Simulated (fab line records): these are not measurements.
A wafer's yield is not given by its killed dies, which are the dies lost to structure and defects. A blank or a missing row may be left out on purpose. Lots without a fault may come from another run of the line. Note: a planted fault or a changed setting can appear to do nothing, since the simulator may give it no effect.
Split-lot trial || flow n5 finfet || 39 wafers read from 7 lots, route of 1938 steps

== ON THE SPLIT ==
At N5_HKMG_FIN_ALD_75 (deposits Al2O3, target thk 1 nm, co reactant pulse time 1 s), the setting target thk a was moved away from the recipe's 10 angstrom on 12 of the 39 wafers read, by -57.6% to -28.5%. This setting was run at the recipe's value on the other wafers.

== FROM THE SPLIT TO THE READING: what the file shows between them, 4 steps ==
- N5_HKMG_FIN_COAT_41: time 60 s, resist thk 300 nm
- N5_HKMG_FIN_COAT_42: time 60 s, resist thk 35 nm
- N5_HKMG_FIN_WET_ETCH_76: etches Al2O3 in dNH4OH, stops on La2O3, target depth 2.25 nm, rinse time 30 s
- N5_HKMG_FIN_STRIP_60: strips in N2/H2, time 360 s

== THE READING ==
Al2O3_of_HKMG_FIN_ALD_75.thk nm (the simulator's own value, which no gauge read), in nm, at N5_HKMG_FIN_WET_ETCH_77 (etches La2O3 in dHCl, stops on HfO2, target depth 2 nm). The file does not state a usual value for it.

{"wafer": "L074.1", "tool, chamber at the split": "ald hk-03, 2,0,1", "target thk a as run, angstrom": 10, "against the recipe": "recipe", "Al2O3_of_HKMG_FIN_ALD_75.thk nm, nm": 1, "against lot-mates on the recipe": "-"}
{"wafer": "L074.3", "tool, chamber at the split": "ald hk-03, 2,0,1", "target thk a as run, angstrom": 10, "against the recipe": "recipe", "Al2O3_of_HKMG_FIN_ALD_75.thk nm, nm": 1, "against lot-mates on the recipe": "-"}
{"wafer": "L074.5", "tool, chamber at the split": "ald hk-03, 2,0,1", "target thk a as run, angstrom": 10, "against the recipe": "recipe", "Al2O3_of_HKMG_FIN_ALD_75.thk nm, nm": 1, "against lot-mates on the recipe": "-"}
{"wafer": "L074.2", "tool, chamber at the split": "ald hk-03, 1,3,2", "target thk a as run, angstrom": 6.559, "against the recipe": "-34.4%", "Al2O3_of_HKMG_FIN_ALD_75.thk nm, nm": 0.6, "against lot-mates on the recipe": -0.4}
{"wafer": "L074.4", "tool, chamber at the split": "ald hk-03, 1,3,2", "target thk a as run, angstrom": 6.559, "against the recipe": "-34.4%", "Al2O3_of_HKMG_FIN_ALD_75.thk nm, nm": 0.6, "against lot-mates on the recipe": -0.4}
{"wafer": "L074.6", "tool, chamber at the split": "ald hk-03, 1,3,2", "target thk a as run, angstrom": 6.559, "against the recipe": "-34.4%", "Al2O3_of_HKMG_FIN_ALD_75.thk nm, nm": 0.6, "against lot-mates on the recipe": -0.4}
{"wafer": "L076.1", "tool, chamber at the split": "ald hk-02, 1,2,0,3,0,3", "target thk a as run, angstrom": 10, "against the recipe": "recipe", "Al2O3_of_HKMG_FIN_ALD_75.thk nm, nm": 1, "against lot-mates on the recipe": "-"}
{"wafer": "L076.2", "tool, chamber at the split": "ald hk-02, 1,2,0,3,0,3", "target thk a as run, angstrom": 10, "against the recipe": "recipe", "Al2O3_of_HKMG_FIN_ALD_75.thk nm, nm": 1, "against lot-mates on the recipe": "-"}
{"wafer": "L076.3", "tool, chamber at the split": "ald hk-02, 1,2,0,3,0,3", "target thk a as run, angstrom": 10, "against the recipe": "recipe", "Al2O3_of_HKMG_FIN_ALD_75.thk nm, nm": 1, "against lot-mates on the recipe": "-"}
{"wafer": "L076.4", "tool, chamber at the split": "ald hk-02, 1,2,0,3,0,3", "target thk a as run, angstrom": 10, "against the recipe": "recipe", "Al2O3_of_HKMG_FIN_ALD_75.thk nm, nm": 1, "against lot-mates on the recipe": "-"}
{"wafer": "L076.5", "tool, chamber at the split": "ald hk-02, 1,2,0,3,0,3", "target thk a as run, angstrom": 10, "against the recipe": "recipe", "Al2O3_of_HKMG_FIN_ALD_75.thk nm, nm": 1, "against lot-mates on the recipe": "-"}
{"wafer": "L076.6", "tool, chamber at the split": "ald hk-02, 1,2,0,3,0,3", "target thk a as run, angstrom": 10, "against the recipe": "recipe", "Al2O3_of_HKMG_FIN_ALD_75.thk nm, nm": 1, "against lot-mates on the recipe": "-"}
{"wafer": "L082.1", "tool, chamber at the split": "ald hk-01, 1", "target thk a as run, angstrom": 7.027, "against the recipe": "-29.7%", "Al2O3_of_HKMG_FIN_ALD_75.thk nm, nm": 0.6, "against lot-mates on the recipe": -0.4}
{"wafer": "L082.4", "tool, chamber at the split": "ald hk-01, 3", "target thk a as run, angstrom": 7.027, "against the recipe": "-29.7%", "Al2O3_of_HKMG_FIN_ALD_75.thk nm, nm": 0.6, "against lot-mates on the recipe": -0.4}
{"wafer": "L082.6", "tool, chamber at the split": "ald hk-01, 3", "target thk a as run, angstrom": 7.027, "against the recipe": "-29.7%", "Al2O3_of_HKMG_FIN_ALD_75.thk nm, nm": 0.6, "against lot-mates on the recipe": -0.4}
{"wafer": "L082.2", "tool, chamber at the split": "ald hk-01, 2,0,2", "target thk a as run, angstrom": 10, "against the recipe": "recipe", "Al2O3_of_HKMG_FIN_ALD_75.thk nm, nm": 1, "against lot-mates on the recipe": "-"}
{"wafer": "L082.3", "tool, chamber at the split": "ald hk-01, 2,0,2", "target thk a as run, angstrom": 10, "against the recipe": "recipe", "Al2O3_of_HKMG_FIN_ALD_75.thk nm, nm": 1, "against lot-mates on the recipe": "-"}
{"wafer": "L082.5", "tool, chamber at the split": "ald hk-01, 2,0,2", "target thk a as run, angstrom": 10, "against the recipe": "recipe", "Al2O3_of_HKMG_FIN_ALD_75.thk nm, nm": 1, "against lot-mates on the recipe": "-"}
{"wafer": "L087.1", "tool, chamber at the split": "ald hk-02, 1,3,2", "target thk a as run, angstrom": 7.146, "against the recipe": "-28.5%", "Al2O3_of_HKMG_FIN_ALD_75.thk nm, nm": 0.6, "against lot-mates on the recipe": -0.4}
{"wafer": "L087.3", "tool, chamber at the split": "ald hk-02, 1,3,2", "target thk a as run, angstrom": 7.146, "against the recipe": "-28.5%", "Al2O3_of_HKMG_FIN_ALD_75.thk nm, nm": 0.6, "against lot-mates on the recipe": -0.4}
{"wafer": "L087.4", "tool, chamber at the split": "ald hk-02, 1,3,2", "target thk a as run, angstrom": 7.146, "against the recipe": "-28.5%", "Al2O3_of_HKMG_FIN_ALD_75.thk nm, nm": 0.6, "against lot-mates on the recipe": -0.4}
{"wafer": "L087.2", "tool, chamber at the split": "ald hk-02, 0,3,0", "target thk a as run, angstrom": 10, "against the recipe": "recipe", "Al2O3_of_HKMG_FIN_ALD_75.thk nm, nm": 1, "against lot-mates on the recipe": "-"}
{"wafer": "L087.5", "tool, chamber at the split": "ald hk-02, 0,3,0", "target thk a as run, angstrom": 10, "against the recipe": "recipe", "Al2O3_of_HKMG_FIN_ALD_75.thk nm, nm": 1, "against lot-mates on the recipe": "-"}
{"wafer": "L087.6", "tool, chamber at the split": "ald hk-02, 0,3,0", "target thk a as run, angstrom": 10, "against the recipe": "recipe", "Al2O3_of_HKMG_FIN_ALD_75.thk nm, nm": 1, "against lot-mates on the recipe": "-"}
{"wafer": "L091.1", "tool, chamber at the split": "ald hk-02, 1,3,0", "target thk a as run, angstrom": 4.243, "against the recipe": "-57.6%", "Al2O3_of_HKMG_FIN_ALD_75.thk nm, nm": 0.4, "against lot-mates on the recipe": -0.6}
{"wafer": "L091.3", "tool, chamber at the split": "ald hk-02, 1,3,0", "target thk a as run, angstrom": 4.243, "against the recipe": "-57.6%", "Al2O3_of_HKMG_FIN_ALD_75.thk nm, nm": 0.4, "against lot-mates on the recipe": -0.6}
{"wafer": "L091.6", "tool, chamber at the split": "ald hk-02, 1,3,0", "target thk a as run, angstrom": 4.243, "against the recipe": "-57.6%", "Al2O3_of_HKMG_FIN_ALD_75.thk nm, nm": 0.4, "against lot-mates on the recipe": -0.6}
{"wafer": "L091.2", "tool, chamber at the split": "ald hk-02, 2,0,1", "target thk a as run, angstrom": 10, "against the recipe": "recipe", "Al2O3_of_HKMG_FIN_ALD_75.thk nm, nm": 1, "against lot-mates on the recipe": "-"}
{"wafer": "L091.4", "tool, chamber at the split": "ald hk-02, 2,0,1", "target thk a as run, angstrom": 10, "against the recipe": "recipe", "Al2O3_of_HKMG_FIN_ALD_75.thk nm, nm": 1, "against lot-mates on the recipe": "-"}
{"wafer": "L091.5", "tool, chamber at the split": "ald hk-02, 2,0,1", "target thk a as run, angstrom": 10, "against the recipe": "recipe", "Al2O3_of_HKMG_FIN_ALD_75.thk nm, nm": 1, "against lot-mates on the recipe": "-"}
{"wafer": "L096.1", "tool, chamber at the split": "ald hk-01, 0,2,3,1,1,2", "target thk a as run, angstrom": 10, "against the recipe": "recipe", "Al2O3_of_HKMG_FIN_ALD_75.thk nm, nm": 1, "against lot-mates on the recipe": "-"}
{"wafer": "L096.2", "tool, chamber at the split": "ald hk-01, 0,2,3,1,1,2", "target thk a as run, angstrom": 10, "against the recipe": "recipe", "Al2O3_of_HKMG_FIN_ALD_75.thk nm, nm": 1, "against lot-mates on the recipe": "-"}
{"wafer": "L096.3", "tool, chamber at the split": "ald hk-01, 0,2,3,1,1,2", "target thk a as run, angstrom": 10, "against the recipe": "recipe", "Al2O3_of_HKMG_FIN_ALD_75.thk nm, nm": 1, "against lot-mates on the recipe": "-"}
{"wafer": "L096.4", "tool, chamber at the split": "ald hk-01, 0,2,3,1,1,2", "target thk a as run, angstrom": 10, "against the recipe": "recipe", "Al2O3_of_HKMG_FIN_ALD_75.thk nm, nm": 1, "against lot-mates on the recipe": "-"}
{"wafer": "L096.5", "tool, chamber at the split": "ald hk-01, 0,2,3,1,1,2", "target thk a as run, angstrom": 10, "against the recipe": "recipe", "Al2O3_of_HKMG_FIN_ALD_75.thk nm, nm": 1, "against lot-mates on the recipe": "-"}
{"wafer": "L096.6", "tool, chamber at the split": "ald hk-01, 0,2,3,1,1,2", "target thk a as run, angstrom": 10, "against the recipe": "recipe", "Al2O3_of_HKMG_FIN_ALD_75.thk nm, nm": 1, "against lot-mates on the recipe": "-"}
{"wafer": "L097.2", "tool, chamber at the split": "ald hk-02, 1,0,0", "target thk a as run, angstrom": 10, "against the recipe": "recipe", "Al2O3_of_HKMG_FIN_ALD_75.thk nm, nm": 1, "against lot-mates on the recipe": "-"}
{"wafer": "L097.4", "tool, chamber at the split": "ald hk-02, 1,0,0", "target thk a as run, angstrom": 10, "against the recipe": "recipe", "Al2O3_of_HKMG_FIN_ALD_75.thk nm, nm": 1, "against lot-mates on the recipe": "-"}
{"wafer": "L097.5", "tool, chamber at the split": "ald hk-02, 1,0,0", "target thk a as run, angstrom": 10, "against the recipe": "recipe", "Al2O3_of_HKMG_FIN_ALD_75.thk nm, nm": 1, "against lot-mates on the recipe": "-"}
When a row names more than one chamber, that row covers several wafers, and the file does not tell which wafer ran in which chamber.

THE FIT
A straight line over all 39 wafers: Al2O3_of_HKMG_FIN_ALD_75.thk nm changes by +0.0114 nm for each +1% of target thk a; r = +0.99; the points scatter about the line by 0.031 nm.
The same after taking each lot's own level away (the mean of its wafers on the recipe; 39 wafers): +0.0114 nm for each +1%; r = +0.99; scatter 0.031 nm.
According to that fit, moving target thk a by its largest amount changes the reading by 0.66 nm.
The lots' own levels span 1.00 to 1.00 nm.
So the lot-to-lot level changes the slope little: the two slopes agree.
Check: for one of the wafers moved furthest among these (-57.6%), held out of the fit, the line's prediction against its lot-mates is -0.677 nm. Against them it came out at -0.6 nm.

== ADDITIONAL SPLITS CARRIED BY THESE WAFERS ==
Other splits were also applied to these wafers ahead of the reading. Each is held against what the fit with the lots' levels taken away leaves over:
{"other split on the same wafers": "N5_ZERO_LAYER_DEVELOP_10 develop time s", "wafers away from the commonest value": 18, "r with Al2O3_of_HKMG_FIN_ALD_75.thk nm (lot level and that fit taken away)": -0.08}
{"other split on the same wafers": "N5_FIN_SAQP_PECVD_47 time s", "wafers away from the commonest value": 12, "r with Al2O3_of_HKMG_FIN_ALD_75.thk nm (lot level and that fit taken away)": "+0.34"}

== THE WHOLE CHAIN: every reading that the file lists as answering this split, in the file's order ==
{"step": "N5_HKMG_FIN_ALD_75", "what it does": "deposits Al2O3, target thk 1 nm, co reactant pulse time 1 s", "reading": "Al2O3_of_HKMG_FIN_ALD_75.thk nm (the simulator's own value, which no gauge read)", "change (the file's fit)": "+0.0103 nm for each +1% of the setting", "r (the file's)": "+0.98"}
{"step": "N5_HKMG_FIN_WET_ETCH_77", "what it does": "etches La2O3 in dHCl, stops on HfO2, target depth 2 nm", "reading": "Al2O3_of_HKMG_FIN_ALD_75.thk nm (the simulator's own value, which no gauge read)", "change (the file's fit)": "+0.0116 nm for each +1% of the setting", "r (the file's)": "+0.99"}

== THE FILE'S OWN FIT ==
Al2O3_of_HKMG_FIN_ALD_75.thk nm changes by +0.0116 nm for each +1% of target thk a, r = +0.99.
